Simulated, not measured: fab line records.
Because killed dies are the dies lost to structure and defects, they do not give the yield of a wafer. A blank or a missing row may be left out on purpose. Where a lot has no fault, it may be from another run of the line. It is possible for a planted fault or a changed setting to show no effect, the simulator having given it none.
Matching of chambers | flow n5Finfet | N5_BEOL_M11_ALD_74 on aldMetal-03: 4 sister chambers
The step deposits TaN, target thk 2 nm, pulse time 2 s, purge time 3 s. 8 wafers are shown with their chamber, then 9 later ones without.

## WAFERS, EACH WITH ITS CHAMBER
wafer  | chamber | heaterPowerW (W) | precursorVesselPressureTorr (Torr)
L074.2 | 3       | 469              | 26.17
L074.5 | 2       | 387              | 26.27
L084.1 | 0       | 366              | 26.21
L084.5 | 0       | 378              | 26.23
L084.6 | 1       | 443              | 26.29
L091.1 | 1       | 445              | 26.32
L091.2 | 3       | 486              | 26.23
L091.5 | 2       | 406              | 26.28

## WAFERS MISSING THEIR CHAMBER
wafer  | heaterPowerW (W) | precursorVesselPressureTorr (Torr)
L088.1 | 473              | 26.18
L088.3 | 367              | 26.23
L088.5 | 447              | 26.25
L096.2 | 413              | 26.26
L096.3 | 377              | 26.22
L096.6 | 377              | 26.30
L097.1 | 470              | 26.17
L097.5 | 370              | 26.14
L097.6 | 467              | 26.23

## CHAMBER TAKEN BY EACH
wafer  | from the rows above     | in truth
L088.1 | 3                       | 3
L088.3 | 0                       | 0
L088.5 | can't be placed: 1 or 3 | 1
L096.2 | can't be placed: 2 or 1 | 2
L096.3 | 0                       | 0
L096.6 | can't be placed: 2 or 0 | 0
L097.1 | 3                       | 3
L097.5 | 0                       | 0
L097.6 | 3                       | 3
Correct placement for 6 of the 9. Can't be placed from these rows: 3 (the true chamber is among the candidates in 3). Placed wrongly: 0.
How it was worked out, from the rows above alone: a wafer's distance from a chamber is the root of the sum, over the readings, of the square of ((its reading less the chamber's mean) divided by the reading's scatter). If the next closest chamber is less than 2 further off than the closest, the wafer can't be placed; otherwise it belongs to the closest. The mean given for a chamber averages the wafers shown for that chamber. The scatter: take each reading less its chamber's mean, square it, sum over the shown wafers, divide by the number of wafers less the number of chambers, and take the root.
